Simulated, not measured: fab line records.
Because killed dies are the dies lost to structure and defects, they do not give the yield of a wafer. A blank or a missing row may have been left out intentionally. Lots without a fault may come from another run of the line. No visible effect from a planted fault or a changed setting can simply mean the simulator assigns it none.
Matching of chambers / flow n5Finfet / N5_BEOL_M1_DESCUM_16 on rieDiel-02: 4 sister chambers
The step chemistry O2, time 7 s. 4 wafers are shown with their chamber, then 9 later ones without.

== WAFERS PAIRED WITH THEIR CHAMBERS ==
wafer=L079.4; chamber=0; drypumpMotorCurrentA (A)=5.1
wafer=L082.1; chamber=1; drypumpMotorCurrentA (A)=5.6
wafer=L082.2; chamber=3; drypumpMotorCurrentA (A)=5.8
wafer=L082.4; chamber=2; drypumpMotorCurrentA (A)=6.5

== WAFERS WITH NO CHAMBER GIVEN ==
wafer=L090.3; drypumpMotorCurrentA (A)=5.1
wafer=L090.4; drypumpMotorCurrentA (A)=5.9
wafer=L090.6; drypumpMotorCurrentA (A)=5.7
wafer=L094.1; drypumpMotorCurrentA (A)=5.6
wafer=L094.5; drypumpMotorCurrentA (A)=6.5
wafer=L094.6; drypumpMotorCurrentA (A)=5.1
wafer=L097.2; drypumpMotorCurrentA (A)=6.5
wafer=L097.3; drypumpMotorCurrentA (A)=5.6
wafer=L097.6; drypumpMotorCurrentA (A)=5.6

== WHICH CHAMBER EACH WENT THROUGH ==
wafer=L090.3; from the rows above=0; in truth=0
wafer=L090.4; from the rows above=3; in truth=3
wafer=L090.6; from the rows above=can't be placed: 3 or 1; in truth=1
wafer=L094.1; from the rows above=1; in truth=1
wafer=L094.5; from the rows above=2; in truth=2
wafer=L094.6; from the rows above=0; in truth=0
wafer=L097.2; from the rows above=2; in truth=2
wafer=L097.3; from the rows above=1; in truth=1
wafer=L097.6; from the rows above=1; in truth=1
8 of 9 placed correctly. Unplaceable from these rows: 1, with the true chamber sitting among the candidates in 1. Wrongly placed: 0.
How it was worked out, from the rows above alone: a wafer's distance from a chamber is the root of the sum, over the readings, of the square of ((its reading less the chamber's mean) divided by the reading's scatter). If the next closest chamber is less than 2 further off than the closest, the wafer can't be placed; otherwise it belongs to the closest. For every chamber, the mean is computed from those of its wafers that are shown. The scatter (one wafer shown for each chamber): square how far every hidden wafer sits from the nearest shown wafer, average those squares and take the square root.
